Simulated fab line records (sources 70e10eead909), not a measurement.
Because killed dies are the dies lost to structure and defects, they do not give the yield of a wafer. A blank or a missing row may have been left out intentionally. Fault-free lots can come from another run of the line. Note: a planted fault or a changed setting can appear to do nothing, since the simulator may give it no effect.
Chamber matching    flow nand-harc    rie-diel-05 running NHARC_P_GATE_DESCUM_48: 4 sister chambers
The step chemistry O2, time 3 s. 18 wafers are shown with their chamber, then 9 later ones without.

== WAFERS PAIRED WITH THEIR CHAMBERS ==
wafer   chamber  throttle-valve-pct (%)  oes-product-au (a.u.)  rf-vpp-V (V)
L074.3  1        11.319                  0.987                  59.4
L074.4  0        11.303                  0.992                  57.6
L074.5  0        11.300                  1.001                  58.9
L077.1  1        11.303                  0.984                  54.9
L077.4  3        11.320                  0.986                  57.9
L077.5  2        11.308                  1.005                  59.4
L086.1  3        11.312                  0.999                  56.0
L086.4  3        11.317                  1.001                  57.8
L086.6  1        11.315                  0.998                  59.0
L087.3  2        11.297                  0.992                  58.2
L087.4  3        11.297                  0.995                  58.6
L087.6  2        11.314                  0.988                  57.8
L089.1  1        11.328                  1.003                  59.4
L089.2  3        11.308                  0.996                  57.0
L089.4  0        11.297                  1.010                  58.4
L091.1  3        11.314                  0.995                  57.4
L091.4  3        11.316                  0.979                  58.2
L091.5  1        11.309                  0.986                  56.6

SIGNATURES (averages over the wafers above)
reading             chamber 0  chamber 1  chamber 2  chamber 3  scatter within a chamber
throttle-valve-pct  11.30000   11.31480   11.30633   11.31200   0.00793
oes-product-au      1.00100    0.99160    0.99500    0.99300    0.00829
rf-vpp-V            58.300     57.860     58.467     57.557     1.28
Rule: for each reading, subtract the chamber's mean from the wafer's reading, divide by that reading's scatter and square the result; add these up over the readings and take the root, which gives the wafer's distance from the chamber. The wafer belongs to the nearest chamber; if the next one is less than 2 further off, it can't be placed. The scatter: take each reading less its chamber's mean, square it, sum over the shown wafers, divide by the number of wafers less the number of chambers, and take the root.

== WAFERS WITH NO CHAMBER GIVEN ==
wafer   throttle-valve-pct (%)  oes-product-au (a.u.)  rf-vpp-V (V)
L094.3  11.317                  0.997                  58.3
L094.5  11.318                  0.994                  57.5
L094.6  11.321                  0.983                  58.2
L093.1  11.312                  0.983                  58.6
L093.4  11.308                  1.005                  58.7
L093.5  11.312                  0.987                  59.7
L096.1  11.315                  1.003                  58.2
L096.2  11.304                  0.976                  58.5
L096.5  11.315                  0.999                  56.7

== WHICH CHAMBER EACH WENT THROUGH ==
wafer   from the rows above                in truth
L094.3  can't be placed: 1 or 3 or 2 or 0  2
L094.5  can't be placed: 1 or 3 or 2 or 0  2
L094.6  can't be placed: 1 or 3 or 2       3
L093.1  can't be placed: 1 or 3 or 2 or 0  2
L093.4  can't be placed: 0 or 2 or 3 or 1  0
L093.5  can't be placed: 2 or 1 or 3 or 0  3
L096.1  can't be placed: 3 or 1 or 2 or 0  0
L096.2  can't be placed: 2 or 1 or 3 or 0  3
L096.5  can't be placed: 3 or 1 or 2 or 0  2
Placed correctly: 0 of 9. Can't be placed from these rows: 9 (the true chamber is among the candidates in 9). Number placed wrongly: 0.
